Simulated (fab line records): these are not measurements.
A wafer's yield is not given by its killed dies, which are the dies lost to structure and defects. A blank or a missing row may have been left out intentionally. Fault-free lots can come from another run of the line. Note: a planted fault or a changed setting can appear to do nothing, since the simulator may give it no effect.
Which tool was responsible? / flow nand harc / Sampling: 6 lots, 18 wafers, 3 of 1302 route steps

== WHAT THE GAUGES READ, wafer by wafer ==
NHARC_A_CONTACT_INSPECT_44.
lot=L804; measured=day 21 23:58; on=defect inspect-02; raw defect count=75 64 69
lot=L813; measured=day 25 17:50; on=defect inspect-01; raw defect count=880 888 864
lot=L815; measured=day 26 12:49; on=defect inspect-01; raw defect count=94 88 87
lot=L822; measured=day 29 08:37; on=defect inspect-01; raw defect count=64 65 81
lot=L823; measured=day 29 21:16; on=defect inspect-01; raw defect count=99 96 90
lot=L826; measured=day 30 13:05; on=defect inspect-01; raw defect count=108 107 89

== TOOL THAT RAN EACH LOT (tool first, then ch and the chambers of the sampled wafers, then the start) ==
lot=L804; NHARC_A_WL_FILL_ETCHBACK_17=rie metal-01 ch 0,1, day 21 08:23; NHARC_A_CONTACT_DEP_28=acl dep-02 ch 0, day 21 18:51
lot=L813; NHARC_A_WL_FILL_ETCHBACK_17=rie metal-02 ch 0,1, day 25 05:35; NHARC_A_CONTACT_DEP_28=acl dep-01 ch 0, day 25 14:17
lot=L815; NHARC_A_WL_FILL_ETCHBACK_17=rie metal-01 ch 0,1, day 26 00:24; NHARC_A_CONTACT_DEP_28=acl dep-03 ch 0, day 26 09:06
lot=L822; NHARC_A_WL_FILL_ETCHBACK_17=rie metal-03 ch 0, day 28 20:29; NHARC_A_CONTACT_DEP_28=acl dep-02 ch 0, day 29 03:30
lot=L823; NHARC_A_WL_FILL_ETCHBACK_17=rie metal-01 ch 0,1, day 29 09:07; NHARC_A_CONTACT_DEP_28=acl dep-03 ch 0, day 29 16:05
lot=L826; NHARC_A_WL_FILL_ETCHBACK_17=rie metal-02 ch 0,1, day 30 01:02; NHARC_A_CONTACT_DEP_28=acl dep-01 ch 0, day 30 08:00
- NHARC_A_WL_FILL_ETCHBACK_17: etches the open film in Cl2/BCl3, target depth 4 nm, time 26.7 s.
- NHARC_A_CONTACT_DEP_28: deposits aC, target thk 7000 nm.

== THE ANSWER, worked out from the rows above alone ==
Rule: usual is defined by the lots themselves. The widest of any qualifying gaps counts: lots, ordered by their means at a reading, are off when they make up no more than a third of the lots, leave a main group of 4 or more, and stand apart from it by 3 or more times the standard deviation of that group's means. Not used: any main group whose means are identical at the precision the tables above print for the reading. A lot without any number at a reading at which 4 lots or more have one is off too. All remaining lots with rows at the step are treated as sound.
Off: L813, at NHARC_A_CONTACT_INSPECT_44 (raw defect count). For the main group the mean is 85 and the standard deviation 13.
If a tool, at a process step before that reading, ran all the lots that are off and no sound lot after the first of them, it fits. The gauges at NHARC_A_CONTACT_INSPECT_44 are tried like those tools. Not one of the candidates tried fits.

== WHAT WAS PUT IN BY THE SIMULATOR ==
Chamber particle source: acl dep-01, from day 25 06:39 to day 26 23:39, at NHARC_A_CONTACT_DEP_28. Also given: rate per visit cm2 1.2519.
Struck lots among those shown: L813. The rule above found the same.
